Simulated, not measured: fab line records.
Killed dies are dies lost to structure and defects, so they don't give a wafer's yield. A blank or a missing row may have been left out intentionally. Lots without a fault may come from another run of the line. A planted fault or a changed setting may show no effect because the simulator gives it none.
Matching of chambers | flow n5_finfet | N5_DUMMY_GATE_ETCH_36 on rie_diel-02 has 4 sister chambers
The step etches SiARC in CF4, target depth 13 nm. 4 wafers are shown with their chamber, then 7 later ones without.

== WAFERS WITH THEIR CHAMBER ==
wafer  | chamber | drypump_motor_current_A (A)
L084.4 | 2       | 5.4
L084.5 | 0       | 5.5
L085.2 | 3       | 5.1
L085.4 | 1       | 6.5

== WAFERS MISSING THEIR CHAMBER ==
wafer  | drypump_motor_current_A (A)
L085.5 | 5.4
L091.1 | 5.1
L091.3 | 5.5
L091.6 | 5.5
L096.1 | 6.5
L096.3 | 5.6
L096.6 | 5.6

== WHICH CHAMBER EACH ONE RAN IN ==
wafer  | from the rows above     | in truth
L085.5 | can't be placed: 2 or 0 | 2
L091.1 | 3                       | 3
L091.3 | can't be placed: 0 or 2 | 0
L091.6 | can't be placed: 0 or 2 | 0
L096.1 | 1                       | 1
L096.3 | can't be placed: 0 or 2 | 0
L096.6 | can't be placed: 0 or 2 | 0
Placed correctly: 2 of 7. From these rows, 5 cannot be placed; in 5 the true chamber is one of the candidates. Number placed wrongly: 0.
How it was worked out, from the rows above alone: a wafer's distance from a chamber is the root of the sum, over the readings, of the square of ((its reading less the chamber's mean) divided by the reading's scatter). The wafer belongs to the nearest chamber; if the next one is less than 2 further off, it can't be placed. A chamber's mean is the mean of its shown wafers. The scatter: root of mean squared gap, hidden wafer to nearest shown wafer, with one shown wafer a chamber.
